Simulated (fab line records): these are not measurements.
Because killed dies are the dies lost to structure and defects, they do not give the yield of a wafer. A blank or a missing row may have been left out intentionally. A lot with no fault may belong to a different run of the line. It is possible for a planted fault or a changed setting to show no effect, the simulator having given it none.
Struck lot and sound lot, side by side || flow nand_harc || 14 out of 1159 route steps
Sound: the wafers L131.1, L131.3, L131.6. Struck: wafers L132.1, L132.3, L132.4. At the end, the cause is stated.
Order at every step that has rows: each side's tool, ch and its chambers, its first start. Under that, the readings that differ: sound wafers || struck wafers || difference of the means || sigmas: that difference in standard deviations of wafers without a fault.
alike: words and numbers the same on both sides, and readings whose means are apart by under 2 such deviations; not compared: readings that were withheld, readings missing a value for some wafer, numbers with overlapping values and no deviation given by the record, and bounds like >300 which may hide the same value.
The two part at a step that has a row with sigmas, a row that says differs or no value, or rows on one side only. Numbers that don't overlap but have no deviation are shown without sigmas and don't part them. Lack of a reading on every wafer of one side parts them only where that side has two or more wafers.

first, 3 steps without rows for these wafers: NHARC_A_SGD_CUT_SRD_19; NHARC_A_SGD_CUT_DEP_20 (deposits SiO2, target thk 150 nm); NHARC_A_SGD_CUT_ANNEAL_27 (time 1800 s).
NHARC_A_SGD_CUT_CMP_21: polishes, target thk 148.19 nm.
  sound on cmp-04 ch 0,1, day 15 00:50; struck on cmp-04 ch 1,2,3, day 15 10:31
  alike: motor_current_A, time_to_endpoint_s
NHARC_A_SGD_CUT_THK_MEAS_22: measures by ellipsometry.
  sound: film_metro-01 at day 15 01:05; struck: film_metro-01 at day 15 10:46
  alike: thk_nm
then, 2 steps without rows for these wafers: NHARC_A_SGD_CUT_SRD_23; NHARC_A_SGD_CUT_ETCH_26 (etches SiO2 in dHF, target depth 45.8 nm).
NHARC_A_SGD_CUT_ETCHBACK_24: etches the open film in CH3F/O2, target depth 50 nm, time 92.857 s.
  sound on rie_diel-10 ch 1,3, day 15 01:19; struck on rie_diel-10 ch 0,2,3, day 15 11:01
  alike: drypump_motor_current_A, oes_product_au, rf_vpp_V, showerhead_plenum_p_Torr, throttle_valve_pct
  not compared: rf_hours_counter_h
NHARC_A_SGD_CUT_STRIP_28: strips in O2, time 20 s.
  sound on rie_diel-10 ch 0,2,3; struck on rie_diel-10 ch 0,1,3
  alike: drypump_motor_current_A, oes_product_au, rf_vpp_V, showerhead_plenum_p_Torr, throttle_valve_pct
  not compared: rf_hours_counter_h
NHARC_A_SGD_CUT_INSPECT_25:
  sound: defect_inspect-02 at day 15 01:34; struck: defect_inspect-01 at day 15 11:14
  alike: raw_defect_count
NHARC_A_SLIT_DEP_25: deposits SiO2, target thk 200 nm.
  sound on pecvd-04 ch 0,2, day 15 02:05; struck on pecvd-03 ch 0,2, day 15 11:22
  alike: chamber_pressure_Torr, heater_power_outer_w, heater_power_w, throttle_valve_pct
NHARC_A_SLIT_DEP_00: deposits aC, target thk 3200 nm.
  sound on acl_dep-02 ch 0, day 15 03:13; struck on acl_dep-03 ch 0, day 15 11:39
  alike: susceptor_temp_C, throttle_valve_pct
NHARC_A_SLIT_DEP_23: deposits SiON, target thk 100 nm.
  sound on pecvd-03 ch 1,2, day 15 05:13; struck on pecvd-04 ch 0,2, day 15 13:38
  no value came back on the struck wafers for chamber_pressure_Torr (Torr), heater_power_outer_w (W), heater_power_w (W); on the sound wafers chamber_pressure_Torr (Torr) reads 3.491 3.503 3.513
then, 1 step without rows for these wafers: NHARC_A_SLIT_DEHYDRATE_01 (time 120 s).

WHERE THEY PART
Only at NHARC_A_SLIT_DEP_23, within this record.

WHY: what the simulator had put in
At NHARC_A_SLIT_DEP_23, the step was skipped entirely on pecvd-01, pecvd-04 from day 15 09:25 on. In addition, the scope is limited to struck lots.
